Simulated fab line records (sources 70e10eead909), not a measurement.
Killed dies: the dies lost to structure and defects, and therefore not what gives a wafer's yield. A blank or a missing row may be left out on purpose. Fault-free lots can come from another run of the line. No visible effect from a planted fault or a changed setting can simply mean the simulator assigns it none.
Matching of chambers :: flow nand_harc :: NHARC_A_STAIRCASE_DEP_325 on pecvd-02: 3 sister chambers
The step deposits SiO2, target thk 3800 nm. 3 wafers are shown with their chamber, then 8 later ones without.

## WAFERS, EACH WITH ITS CHAMBER
wafer: L078.6
chamber: 0
heater_power_w (W): 670

wafer: L085.5
chamber: 2
heater_power_w (W): 688

wafer: L088.1
chamber: 1
heater_power_w (W): 826

## WAFERS WITH NO CHAMBER GIVEN
wafer: L088.2
heater_power_w (W): 668

wafer: L088.4
heater_power_w (W): 702

wafer: L094.1
heater_power_w (W): 716

wafer: L094.3
heater_power_w (W): 700

wafer: L094.4
heater_power_w (W): 706

wafer: L096.2
heater_power_w (W): 816

wafer: L096.4
heater_power_w (W): 637

wafer: L096.6
heater_power_w (W): 691

## WHICH CHAMBER EACH WENT THROUGH
wafer: L088.2
from the rows above: can't be placed: 0 or 2
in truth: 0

wafer: L088.4
from the rows above: can't be placed: 2 or 0
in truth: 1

wafer: L094.1
from the rows above: can't be placed: 2 or 0
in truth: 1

wafer: L094.3
from the rows above: can't be placed: 2 or 0
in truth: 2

wafer: L094.4
from the rows above: can't be placed: 2 or 0
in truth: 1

wafer: L096.2
from the rows above: 1
in truth: 1

wafer: L096.4
from the rows above: can't be placed: 0 or 2
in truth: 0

wafer: L096.6
from the rows above: can't be placed: 2 or 0
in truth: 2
Correct placement for 1 of the 8. Not placeable from these rows: 7 (in 4, the candidates include the true chamber). Placed wrongly: 0.
How it was worked out, from the rows above alone: a wafer's distance from a chamber is the root of the sum, over the readings, of the square of ((its reading less the chamber's mean) divided by the reading's scatter). The wafer belongs to the nearest chamber; if the next one is less than 2 further off, it can't be placed. For every chamber, the mean is computed from those of its wafers that are shown. The scatter: root of mean squared gap, hidden wafer to nearest shown wafer, with one shown wafer a chamber.
